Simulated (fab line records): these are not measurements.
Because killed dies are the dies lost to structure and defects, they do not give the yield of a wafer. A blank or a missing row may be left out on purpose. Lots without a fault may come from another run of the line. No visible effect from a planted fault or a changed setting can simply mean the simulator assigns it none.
Which tool is to blame? | flow n5 finfet | 24 lots, 72 wafers sampled, at 6 steps of a route of 1938

WHAT EACH GAUGE READ, for each wafer
N5_BEOL_M4_OVL_MEAS_29. Usual: for V3_OVL the level is 0.5 nm and the standard deviation is 0.79.
lot  | measured     | on         | V3_OVL (nm)    | flag
L074 | day 7 18:12  | overlay-01 | 1.4 -0.4 0.1   |
L075 | day 8 04:29  | overlay-02 | 1.8 1.4 0.9    |
L076 | day 9 03:38  | overlay-02 | 1.3 2.1 0.9    |
L078 | day 9 05:32  | overlay-01 | 0.8 0.3 0.3    |
L081 | day 9 08:59  | overlay-01 | 0.1 1.2 1.7    |
L077 | day 9 09:10  | overlay-01 | 0.4 0.7 -0.1   |
L079 | day 9 09:55  | overlay-01 | 0.1 0.2 -0.2   |
L080 | day 9 12:12  | overlay-02 | -0.8 -0.5 -1.2 |
L082 | day 9 12:23  | overlay-02 | 1.2 1.8 0.2    |
L083 | day 9 17:16  | overlay-02 | 1.0 1.0 0.8    |
L084 | day 9 21:50  | overlay-01 | 1.8 -0.6 -0.2  |
L085 | day 10 20:20 | overlay-01 | 0.3 0.2 0.4    |
L086 | day 11 05:32 | overlay-01 | 1.6 1.1 0.5    |
L087 | day 11 06:26 | overlay-02 | -1.2 1.1 -0.2  |
L088 | day 11 17:38 | overlay-02 | 0.2 1.9 1.2    |
L091 | day 11 22:39 | overlay-02 | -1.1 1.0 -0.2  |
L089 | day 12 00:20 | overlay-01 | 0.3 0.2 -1.2   |
L090 | day 12 05:26 | overlay-02 | 0.7 -1.5 -0.8  |
L093 | day 12 14:52 | overlay-02 | 1.9 0.8 -0.3   |
L092 | day 12 18:31 | overlay-01 | -0.3 -0.1 0.6  |
L094 | day 12 19:36 | overlay-02 | -0.5 -0.4 -0.7 |
L095 | day 13 09:41 | overlay-02 | -0.3 0.1 0.1   |
L097 | day 13 16:56 | overlay-02 | 1.4 0.9 0.9    |
L096 | day 13 20:20 | overlay-01 | 0.8 -0.2 0.9   |

N5_BEOL_M4_OCD_MEAS_38. Usual: trench depth nm 54.7 nm, standard deviation 1.2.
lot  | measured     | on     | trench depth nm (nm) | flag
L074 | day 8 03:30  | ocd-01 | 53.8 54.8 53.7       |
L075 | day 8 06:12  | ocd-01 | 56.2 54.6 54.4       |
L076 | day 9 07:25  | ocd-01 | 55.8 55.7 53.6       |
L078 | day 9 07:30  | ocd-02 | 53.6 54.8 53.0       |
L081 | day 9 11:21  | ocd-02 | 55.0 54.8 53.7       |
L077 | day 9 14:58  | ocd-02 | 56.5 56.4 54.1       |
L079 | day 9 15:22  | ocd-02 | 53.2 55.0 54.9       |
L080 | day 9 18:08  | ocd-02 | 55.9 55.0 54.2       |
L082 | day 9 19:08  | ocd-01 | 55.8 57.6 54.3       |
L083 | day 10 00:29 | ocd-02 | 54.7 54.4 53.2       |
L084 | day 10 13:08 | ocd-02 | 54.9 52.8 54.8       |
L085 | day 10 22:08 | ocd-02 | 54.8 53.0 53.0       |
L086 | day 11 09:26 | ocd-02 | 54.1 57.0 54.4       |
L087 | day 11 09:30 | ocd-01 | 54.8 54.7 53.8       |
L088 | day 11 23:25 | ocd-02 | 54.1 54.7 53.6       |
L091 | day 12 03:57 | ocd-02 | 56.0 57.6 56.1       |
L089 | day 12 04:26 | ocd-01 | 55.1 54.3 54.1       |
L090 | day 12 08:26 | ocd-01 | 53.8 52.1 54.3       |
L093 | day 12 17:49 | ocd-01 | 55.2 53.4 55.5       |
L092 | day 12 22:16 | ocd-01 | 55.5 55.6 55.5       |
L094 | day 12 22:16 | ocd-02 | 55.3 52.7 54.8       |
L095 | day 13 15:32 | ocd-02 | 53.0 55.3 56.3       |
L097 | day 13 22:10 | ocd-02 | 57.1 55.0 54.8       |
L096 | day 13 22:48 | ocd-01 | 53.4 55.5 53.1       |

TOOL THAT RAN EACH LOT (tool first, then ch and the chambers of the sampled wafers, then the start)
lot  | N5_BEOL_M3_SPUTTER_86        | N5_BEOL_M3_ANNEAL_51             | N5_BEOL_M4_ETCH_64                 | N5_BEOL_M4_DESCUM_33
L074 | pvd sputter-03, day 7 13:30  | rtp anneal-02 ch 0, day 7 14:47  | rie diel-06 ch 0,1, day 7 17:18    | rie diel-06 ch 0,1,2, day 7 18:31
L075 | pvd sputter-02, day 7 20:25  | rtp anneal-02 ch 0, day 7 21:46  | rie diel-04 ch 0,2, day 8 03:44    | rie diel-02 ch 0,3, day 8 05:19
L076 | pvd sputter-02, day 8 23:31  | rtp anneal-02 ch 0, day 9 00:48  | rie diel-04 ch 1,2, day 9 02:45    | rie diel-06 ch 1,2,3, day 9 04:19
L078 | pvd sputter-01, day 9 00:49  | rtp anneal-02 ch 0, day 9 02:10  | rie diel-04 ch 0,1,2, day 9 04:47  | rie diel-04 ch 0,2, day 9 05:37
L081 | pvd sputter-01, day 9 02:58  | rtp anneal-02 ch 0, day 9 04:19  | rie diel-04 ch 0,2, day 9 08:01    | rie diel-02 ch 0,2,3, day 9 09:16
L077 | pvd sputter-03, day 9 03:00  | rtp anneal-01 ch 0, day 9 04:29  | rie diel-06 ch 0,2,3, day 9 08:10  | rie diel-04 ch 0,1,2, day 9 09:19
L079 | pvd sputter-03, day 9 05:45  | rtp anneal-01 ch 0, day 9 07:03  | rie diel-04 ch 0,1, day 9 09:05    | rie diel-02 ch 1,2,3, day 9 10:04
L080 | pvd sputter-02, day 9 05:59  | rtp anneal-01 ch 0, day 9 07:19  | rie diel-06 ch 1,2, day 9 11:23    | rie diel-04 ch 1,2, day 9 12:18
L082 | pvd sputter-01, day 9 06:10  | rtp anneal-02 ch 0, day 9 07:38  | rie diel-04 ch 0,2, day 9 11:24    | rie diel-02 ch 0,2,3, day 9 12:29
L083 | pvd sputter-01, day 9 12:59  | rtp anneal-01 ch 0, day 9 14:17  | rie diel-06 ch 0,1,2, day 9 16:26  | rie diel-06 ch 0,1,3, day 9 17:21
L084 | pvd sputter-01, day 9 17:03  | rtp anneal-01 ch 0, day 9 18:26  | rie diel-04 ch 0,3, day 9 20:59    | rie diel-06 ch 0,1,2, day 9 21:56
L085 | pvd sputter-02, day 10 15:11 | rtp anneal-02 ch 0, day 10 16:29 | rie diel-04 ch 2,3, day 10 19:37   | rie diel-02 ch 0,1,2, day 10 20:25
L086 | pvd sputter-03, day 10 22:25 | rtp anneal-01 ch 0, day 10 23:53 | rie diel-06 ch 0,1,3, day 11 04:44 | rie diel-02 ch 1,2, day 11 05:39
L087 | pvd sputter-03, day 11 02:10 | rtp anneal-01 ch 0, day 11 03:32 | rie diel-06 ch 1,2,3, day 11 05:38 | rie diel-02 ch 0,1, day 11 06:31
L088 | pvd sputter-02, day 11 13:28 | rtp anneal-01 ch 0, day 11 14:46 | rie diel-04 ch 0,1, day 11 16:49   | rie diel-06 ch 0,3, day 11 18:04
L091 | pvd sputter-02, day 11 17:02 | rtp anneal-02 ch 0, day 11 18:25 | rie diel-02 ch 0,2,3, day 11 21:49 | rie diel-06 ch 2,3, day 11 22:44
L089 | pvd sputter-01, day 11 19:42 | rtp anneal-01 ch 0, day 11 20:59 | rie diel-02 ch 2,3, day 11 23:38   | rie diel-04 ch 0,2, day 12 00:34
L090 | pvd sputter-03, day 12 01:01 | rtp anneal-01 ch 0, day 12 02:24 | rie diel-02 ch 0,3, day 12 04:41   | rie diel-02 ch 0,2,3, day 12 05:31
L093 | pvd sputter-01, day 12 10:26 | rtp anneal-01 ch 0, day 12 11:50 | rie diel-02 ch 2,3, day 12 14:09   | rie diel-06 ch 0,3, day 12 14:57
L092 | pvd sputter-03, day 12 11:52 | rtp anneal-02 ch 0, day 12 13:09 | rie diel-04 ch 1,2, day 12 17:36   | rie diel-02 ch 1,2,3, day 12 18:37
L094 | pvd sputter-02, day 12 15:11 | rtp anneal-01 ch 0, day 12 16:32 | rie diel-04 ch 0,2, day 12 18:50   | rie diel-04 ch 0,3, day 12 19:41
L095 | pvd sputter-03, day 13 03:40 | rtp anneal-01 ch 0, day 13 05:01 | rie diel-06 ch 2,3, day 13 08:55   | rie diel-06 ch 0,2,3, day 13 10:09
L097 | pvd sputter-01, day 13 10:56 | rtp anneal-01 ch 0, day 13 12:16 | rie diel-02 ch 1,2,3, day 13 15:58 | rie diel-04 ch 0,1,3, day 13 17:01
L096 | pvd sputter-01, day 13 14:31 | rtp anneal-02 ch 0, day 13 15:56 | rie diel-06 ch 1,2,3, day 13 19:26 | rie diel-04 ch 1,2, day 13 20:25
- N5_BEOL_M3_SPUTTER_86: material Cu, target thk 4.5 nm, time 8.29 s.
- N5_BEOL_M3_ANNEAL_51: time 90 s.
- N5_BEOL_M4_ETCH_64: etches SOC in N2/H2, target depth 75 nm, overetch 22.5 nm, time 121.9 s.
- N5_BEOL_M4_DESCUM_33: chemistry O2, time 7 s.

AS READ BY THE TOOLS THEMSELVES (means over the sampled wafers that have a number; for cases with no such wafer, the mark the record gives instead)
N5_BEOL_M3_SPUTTER_86. Usual: chuck gas flow sccm 1.27 sccm, standard deviation 0.057; chuck sensor temp C -15.6 C, standard deviation 0.45; throttle valve pct 29.9 %, standard deviation 0.92.
lot  | tool           | chuck gas flow sccm (sccm) | chuck sensor temp C (C) | throttle valve pct (%) | flag
L074 | pvd sputter-03 | 1.22                       | -15.5                   | 30.6                   |
L075 | pvd sputter-02 | 1.25                       | -15.6                   | 29.1                   |
L076 | pvd sputter-02 | 1.31                       | -15.7                   | 29.4                   |
L078 | pvd sputter-01 | 1.27                       | -15.6                   | 29.9                   |
L081 | pvd sputter-01 | 1.28                       | -15.8                   | 29.8                   |
L077 | pvd sputter-03 | 1.25                       | -15.8                   | 30.3                   |
L079 | pvd sputter-03 | 1.22                       | -15.5                   | 30.5                   |
L080 | pvd sputter-02 | 1.32                       | -15.4                   | 28.8                   |
L082 | pvd sputter-01 | 1.22                       | -15.7                   | 30.0                   |
L083 | pvd sputter-01 | 1.19                       | -15.3                   | 29.6                   |
L084 | pvd sputter-01 | 1.30                       | -15.2                   | 30.1                   |
L085 | pvd sputter-02 | 1.29                       | -16.0                   | 30.2                   |
L086 | pvd sputter-03 | 1.21                       | -15.7                   | 30.2                   |
L087 | pvd sputter-03 | 1.21                       | -15.5                   | 30.7                   |
L088 | pvd sputter-02 | 1.23                       | -15.8                   | 29.7                   |
L091 | pvd sputter-02 | 1.24                       | -15.4                   | 29.2                   |
L089 | pvd sputter-01 | 1.27                       | -15.7                   | 29.6                   |
L090 | pvd sputter-03 | 1.28                       | -15.5                   | 30.6                   |
L093 | pvd sputter-01 | 1.34                       | -15.7                   | 30.0                   |
L092 | pvd sputter-03 | 1.25                       | -15.6                   | 30.6                   |
L094 | pvd sputter-02 | 1.31                       | -15.1                   | 28.0                   |
L095 | pvd sputter-03 | 1.28                       | -15.8                   | 30.4                   |
L097 | pvd sputter-01 | 1.30                       | -15.7                   | 30.0                   |
L096 | pvd sputter-01 | 1.24                       | -15.9                   | 29.5                   |

N5_BEOL_M3_ANNEAL_51. Usual: wafer_temp_C_max 226.1, standard deviation 0.4.
lot  | tool          | wafer_temp_C_max | flag
L074 | rtp anneal-02 | 226.2            |
L075 | rtp anneal-02 | 226.5            |
L076 | rtp anneal-02 | 226.4            |
L078 | rtp anneal-02 | 226.7            |
L081 | rtp anneal-02 | 226.4            |
L077 | rtp anneal-01 | 225.7            |
L079 | rtp anneal-01 | 226.1            |
L080 | rtp anneal-01 | 225.8            |
L082 | rtp anneal-02 | 226.5            |
L083 | rtp anneal-01 | 225.8            |
L084 | rtp anneal-01 | 225.6            |
L085 | rtp anneal-02 | 226.3            |
L086 | rtp anneal-01 | 225.8            |
L087 | rtp anneal-01 | 225.6            |
L088 | rtp anneal-01 | 225.8            |
L091 | rtp anneal-02 | 226.3            |
L089 | rtp anneal-01 | 226.1            |
L090 | rtp anneal-01 | 226.1            |
L093 | rtp anneal-01 | 225.9            |
L092 | rtp anneal-02 | 226.2            |
L094 | rtp anneal-01 | 225.8            |
L095 | rtp anneal-01 | 226.0            |
L097 | rtp anneal-01 | 225.7            |
L096 | rtp anneal-02 | 226.7            |

N5_BEOL_M4_ETCH_64. Usual: drypump motor current A 5.9 A, standard deviation 0.44; oes product au 0.63 a.u., standard deviation 0.063; rf vpp V 524.9 V, standard deviation 2.7; showerhead plenum p Torr 2.58 Torr, standard deviation 0.097; throttle valve pct 17.74 %, standard deviation 0.26.
lot  | tool        | drypump motor current A (A) | oes product au (a.u.) | rf vpp V (V) | showerhead plenum p Torr (Torr) | throttle valve pct (%) | flag
L074 | rie diel-06 | 6.2                         | 0.60                  | 523.8        | 2.54                            | 17.70                  |
L075 | rie diel-04 | 6.0                         | 0.65                  | 528.9        | 2.69                            | 17.88                  |
L076 | rie diel-04 | 5.9                         | 0.69                  | 526.0        | 2.62                            | 17.61                  |
L078 | rie diel-04 | 5.9                         | 0.66                  | 526.3        | 2.66                            | 17.81                  |
L081 | rie diel-04 | 5.9                         | 0.65                  | 528.0        | 2.70                            | 18.01                  |
L077 | rie diel-06 | 5.9                         | 0.57                  | 524.5        | 2.58                            | 17.90                  |
L079 | rie diel-04 | 5.8                         | 0.69                  | 526.0        | 2.64                            | 17.72                  |
L080 | rie diel-06 | 5.5                         | 0.59                  | 521.1        | 2.48                            | 17.78                  |
L082 | rie diel-04 | 6.0                         | 0.63                  | 526.8        | 2.68                            | 17.91                  |
L083 | rie diel-06 | 5.7                         | 0.57                  | 522.9        | 2.51                            | 17.83                  |
L084 | rie diel-04 | 5.9                         | 0.68                  | 527.6        | 2.71                            | 17.79                  |
L085 | rie diel-04 | 5.9                         | 0.65                  | 527.9        | 2.69                            | 17.60                  |
L086 | rie diel-06 | 6.2                         | 0.58                  | 523.3        | 2.55                            | 17.80                  |
L087 | rie diel-06 | 5.7                         | 0.57                  | 523.9        | 2.54                            | 17.89                  |
L088 | rie diel-04 | 5.9                         | 0.66                  | 526.8        | 2.63                            | 17.75                  |
L091 | rie diel-02 | 6.1                         | 0.67                  | 520.4        | 2.45                            | 17.55                  |
L089 | rie diel-02 | 6.2                         | 0.73                  | 522.4        | 2.47                            | 17.43                  |
L090 | rie diel-02 | 6.5                         | 0.66                  | 521.8        | 2.45                            | 17.71                  |
L093 | rie diel-02 | 6.2                         | 0.72                  | 522.0        | 2.47                            | 17.44                  |
L092 | rie diel-04 | 5.9                         | 0.62                  | 526.3        | 2.64                            | 17.74                  |
L094 | rie diel-04 | 5.9                         | 0.62                  | 527.7        | 2.69                            | 18.05                  |
L095 | rie diel-06 | 5.9                         | 0.63                  | 524.8        | 2.60                            | 17.85                  |
L097 | rie diel-02 | 6.3                         | 0.67                  | 523.4        | 2.50                            | 17.61                  |
L096 | rie diel-06 | 5.7                         | 0.62                  | 524.5        | 2.53                            | 17.79                  |

N5_BEOL_M4_DESCUM_33. Usual: drypump motor current A 6.0 A, standard deviation 0.44; oes product au 0.80 a.u., standard deviation 0.094; rf vpp V 243.4 V, standard deviation 1.3; showerhead plenum p Torr 2.11 Torr, standard deviation 0.07; throttle valve pct 20.36 %, standard deviation 0.22.
lot  | tool        | drypump motor current A (A) | oes product au (a.u.) | rf vpp V (V) | showerhead plenum p Torr (Torr) | throttle valve pct (%) | flag
L074 | rie diel-06 | 5.7                         | 0.77                  | 242.4        | 2.08                            | 20.31                  |
L075 | rie diel-02 | 6.5                         | 0.71                  | 242.3        | 2.04                            | 20.68                  |
L076 | rie diel-06 | 5.7                         | 0.76                  | 243.3        | 2.11                            | 20.44                  |
L078 | rie diel-04 | 5.9                         | 0.85                  | 244.8        | 2.20                            | 20.46                  |
L081 | rie diel-02 | 6.1                         | 0.69                  | 241.5        | 2.03                            | 20.56                  |
L077 | rie diel-04 | 5.9                         | 0.88                  | 244.1        | 2.17                            | 20.33                  |
L079 | rie diel-02 | 6.3                         | 0.74                  | 243.4        | 2.07                            | 20.57                  |
L080 | rie diel-04 | 5.9                         | 0.86                  | 244.3        | 2.17                            | 20.26                  |
L082 | rie diel-02 | 6.1                         | 0.70                  | 242.6        | 2.03                            | 20.56                  |
L083 | rie diel-06 | 6.2                         | 0.77                  | 243.3        | 2.10                            | 20.32                  |
L084 | rie diel-06 | 5.7                         | 0.75                  | 242.6        | 2.07                            | 20.35                  |
L085 | rie diel-02 | 6.0                         | 0.84                  | 241.9        | 2.06                            | 20.34                  |
L086 | rie diel-02 | 6.0                         | 0.93                  | 242.9        | 2.07                            | 20.23                  |
L087 | rie diel-02 | 6.0                         | 0.73                  | 241.7        | 2.05                            | 20.46                  |
L088 | rie diel-06 | 6.4                         | 0.74                  | 244.1        | 2.15                            | 20.43                  |
L091 | rie diel-06 | 5.9                         | 0.73                  | 243.5        | 2.15                            | 20.54                  |
L089 | rie diel-04 | 5.9                         | 0.83                  | 244.5        | 2.19                            | 20.48                  |
L090 | rie diel-02 | 6.2                         | 0.87                  | 242.7        | 2.03                            | 20.32                  |
L093 | rie diel-06 | 6.4                         | 0.73                  | 243.3        | 2.11                            | 20.33                  |
L092 | rie diel-02 | 6.3                         | 0.89                  | 242.9        | 2.07                            | 20.33                  |
L094 | rie diel-04 | 5.8                         | 0.89                  | 245.7        | 2.22                            | 20.08                  |
L095 | rie diel-06 | 5.9                         | 0.81                  | 243.3        | 2.11                            | 20.34                  |
L097 | rie diel-04 | 5.9                         | 0.86                  | 244.4        | 2.18                            | 20.21                  |
L096 | rie diel-04 | 5.9                         | 0.81                  | 244.1        | 2.15                            | 20.32                  |

THE ANSWER, worked out from the rows above alone
Rule: lot off if the mean of its wafers having a number is beyond 3 standard deviations from the usual mean. A lot without any number at a reading at which 4 lots or more have one is off too. The other lots that the step has rows for count as sound. The gauges are gone through in route order, then the tools' own readings, and for those a lot's mean is taken as printed above. At the first step where some lot is off, the reading lying furthest off is the one used; lots without a number count as furthest.
Across all readings shown, no lot is off: no conclusion can be drawn from this.

WHAT THE SIMULATOR PUT IN
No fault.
